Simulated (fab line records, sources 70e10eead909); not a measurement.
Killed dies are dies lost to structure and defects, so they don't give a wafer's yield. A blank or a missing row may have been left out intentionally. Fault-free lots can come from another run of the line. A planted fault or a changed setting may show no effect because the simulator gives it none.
Which tool was responsible? / flow nand-harc / 12 lots, 36 wafers sampled, at 3 steps of a route of 1302

WHAT EACH GAUGE READ, for each wafer
NHARC_A_CONTACT_CD_MEAS_53.
lot=L075; measured=day 22 09:03; on=cd-sem-01; cd-nm (nm)=288.6 288.1 288.9
lot=L078; measured=day 22 20:56; on=cd-sem-03; cd-nm (nm)=290.4 290.4 290.5
lot=L079; measured=day 24 08:35; on=cd-sem-03; cd-nm (nm)=289.6 288.7 289.0
lot=L082; measured=day 24 18:32; on=cd-sem-03; cd-nm (nm)=288.1 288.2 288.7
lot=L085; measured=day 26 06:40; on=cd-sem-03; cd-nm (nm)=289.7 290.1 290.1
lot=L086; measured=day 26 12:04; on=cd-sem-03; cd-nm (nm)=289.6 289.5 290.0
lot=L087; measured=day 27 09:02; on=cd-sem-01; cd-nm (nm)=290.1 290.0 290.0
lot=L088; measured=day 27 19:37; on=cd-sem-03; cd-nm (nm)=289.4 289.7 288.8
lot=L089; measured=day 28 08:11; on=cd-sem-02; cd-nm (nm)=290.4 289.6 289.9
lot=L093; measured=day 29 22:00; on=cd-sem-02; cd-nm (nm)=289.7 289.7 290.4
lot=L096; measured=day 30 11:01; on=cd-sem-03; cd-nm (nm)=289.5 289.5 289.2
lot=L097; measured=day 30 18:46; on=cd-sem-03; cd-nm (nm)=287.3 288.3 287.7

WHICH TOOL RAN EACH LOT (tool, then ch and the chambers of the sampled wafers, then the start)
lot=L075; NHARC_A_CONTACT_ETCH_111=har-cap-etch-03 ch 0,1, day 22 05:46; NHARC_A_CONTACT_ETCH_120=har-cap-etch-03 ch 0,1, day 22 07:20
lot=L078; NHARC_A_CONTACT_ETCH_111=har-cap-etch-02 ch 0,1, day 22 17:40; NHARC_A_CONTACT_ETCH_120=har-cap-etch-02 ch 0,1, day 22 19:14
lot=L079; NHARC_A_CONTACT_ETCH_111=har-cap-etch-02 ch 0,1, day 24 05:22; NHARC_A_CONTACT_ETCH_120=har-cap-etch-02 ch 0,1, day 24 06:56
lot=L082; NHARC_A_CONTACT_ETCH_111=har-cap-etch-03 ch 0,1, day 24 15:15; NHARC_A_CONTACT_ETCH_120=har-cap-etch-03 ch 0,1, day 24 16:49
lot=L085; NHARC_A_CONTACT_ETCH_111=har-cap-etch-02 ch 0,1, day 26 03:28; NHARC_A_CONTACT_ETCH_120=har-cap-etch-02 ch 0,1, day 26 05:02
lot=L086; NHARC_A_CONTACT_ETCH_111=har-cap-etch-02 ch 0,1, day 26 08:46; NHARC_A_CONTACT_ETCH_120=har-cap-etch-02 ch 0,1, day 26 10:21
lot=L087; NHARC_A_CONTACT_ETCH_111=har-cap-etch-03 ch 0,1, day 27 05:46; NHARC_A_CONTACT_ETCH_120=har-cap-etch-03 ch 0,1, day 27 07:19
lot=L088; NHARC_A_CONTACT_ETCH_111=har-cap-etch-03 ch 0,1, day 27 15:57; NHARC_A_CONTACT_ETCH_120=har-cap-etch-03 ch 0,1, day 27 17:31
lot=L089; NHARC_A_CONTACT_ETCH_111=har-cap-etch-02 ch 0,1, day 28 04:41; NHARC_A_CONTACT_ETCH_120=har-cap-etch-02 ch 0,1, day 28 06:14
lot=L093; NHARC_A_CONTACT_ETCH_111=har-cap-etch-01 ch 0,1, day 29 18:44; NHARC_A_CONTACT_ETCH_120=har-cap-etch-01 ch 0,1, day 29 20:18
lot=L096; NHARC_A_CONTACT_ETCH_111=har-cap-etch-01 ch 0,1, day 30 07:46; NHARC_A_CONTACT_ETCH_120=har-cap-etch-01 ch 0,1, day 30 09:20
lot=L097; NHARC_A_CONTACT_ETCH_111=har-cap-etch-03 ch 1, day 30 15:32; NHARC_A_CONTACT_ETCH_120=har-cap-etch-03 ch 1, day 30 17:05
- NHARC_A_CONTACT_ETCH_111: etches the open film in C4F8/O2/Ar, time 140 s, target depth 700 nm.
- NHARC_A_CONTACT_ETCH_120: etches the open film in C4F8/O2/Ar, time 190 s, target depth 1850 nm.

THE ANSWER, worked out from the rows above alone
Rule: usual is defined by the lots themselves. The widest of any qualifying gaps counts: lots, ordered by their means at a reading, are off when they make up no more than a third of the lots, leave a main group of 4 or more, and stand apart from it by 3 or more times the standard deviation of that group's means. A main group whose means are all the same, to the digits that the tables above print for the reading, isn't used. Also off: a lot with no number at a reading for which 4 or more lots have one. Where the step has rows for the other lots, those lots are counted as sound.
No lot is off at any reading shown: from this, nothing can be told.

WHAT HAD BEEN PUT IN BY THE SIMULATOR
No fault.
